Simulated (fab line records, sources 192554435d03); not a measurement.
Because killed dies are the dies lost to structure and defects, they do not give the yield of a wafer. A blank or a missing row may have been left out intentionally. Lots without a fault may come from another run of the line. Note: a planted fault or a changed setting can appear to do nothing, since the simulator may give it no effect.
3 desks, one fault | flow n5 finfet | every desk sees just its own numbers, and what lay behind them comes last

## THE DEFECT DESK
For each lot, the counts of the inspections along the route, averaged over the sampled wafers that have a number. If a lot's mean is further than 4 standard deviations from the usual mean, the lot is out of limits and carries the mark OUT (the distance appears in the brackets).
Columns: A = raw defect count at N5_BEOL_M8_INSPECT_30, usual 411
lot  | first seen here | A
L784 | day 9 19:01     | 508
L791 | day 11 17:58    | 482
L796 | day 13 04:45    | 449
L795 | day 13 10:49    | 444
L799 | day 14 06:14    | 428
L805 | day 16 00:51    | 425
This desk's verdict: no lot among the 6 shows anything out of limits.

## THE METROLOGY DESK
Means of the sampled wafers that have a number, per lot and without regard to the tool the lot ran on: this is what the gauges read. If a lot's mean is further than 4 standard deviations from the usual mean, the lot is out of limits and carries the mark OUT (the distance appears in the brackets).
Columns: A = cd nm at N5_BEOL_M8_CD_MEAS_28, usual 39.88 nm; B = V7_OVL at N5_BEOL_M8_OVL_MEAS_29, usual 0.1 nm
lot  | first seen here | A     | B
L784 | day 9 18:56     | 39.93 | 0.5
L791 | day 11 17:53    | 40.14 | 0.6
L796 | day 13 04:40    | 40.04 | -0.7
L795 | day 13 10:44    | 40.00 | 0.6
L799 | day 14 06:08    | 39.83 | -0.2
L805 | day 16 00:46    | 39.69 | -0.5
This desk's verdict: no lot among the 6 shows anything out of limits.

## TOOL OWNER'S DESK, rie diel-01
The tool's own readings at N5_BEOL_M8_ETCH_65 (etches SiARC in CF4, target depth 15.6 nm, time 26 s): means of the sampled wafers that have a number, for each lot that ran on this tool. If a lot's mean is further than 4 standard deviations from the usual mean, the lot is out of limits and carries the mark OUT (the distance appears in the brackets).
Columns: A = drypump motor current A at N5_BEOL_M8_ETCH_65, usual 5.6 A; B = etch rf on time s at N5_BEOL_M8_ETCH_65, usual 26.1 s; C = oes product au at N5_BEOL_M8_ETCH_65, usual 0.69 a.u.; D = rf vpp V at N5_BEOL_M8_ETCH_65, usual 184.0 V; E = showerhead plenum p Torr at N5_BEOL_M8_ETCH_65, usual 2.15 Torr; F = throttle valve pct at N5_BEOL_M8_ETCH_65, usual 15.42 %
lot  | first seen here | A   | B    | C    | D     | E    | F
L791 | day 11 18:03    | 5.3 | 26.3 | 0.70 | 184.2 | 2.16 | 15.25
L795 | day 13 10:55    | 5.5 | 22.4 | 0.79 | 184.3 | 2.17 | 15.32
L799 | day 14 06:19    | 5.2 | 22.4 | 0.68 | 184.1 | 2.17 | 15.47
This desk's verdict: no lot among the 3 shows anything out of limits.

## BROUGHT TOGETHER
The defect desk saw nothing out of limits.
The metrology desk saw nothing out of limits.
Nothing out of limits was seen by the tool owner's desk.

## WHAT HAD BEEN PUT IN BY THE SIMULATOR
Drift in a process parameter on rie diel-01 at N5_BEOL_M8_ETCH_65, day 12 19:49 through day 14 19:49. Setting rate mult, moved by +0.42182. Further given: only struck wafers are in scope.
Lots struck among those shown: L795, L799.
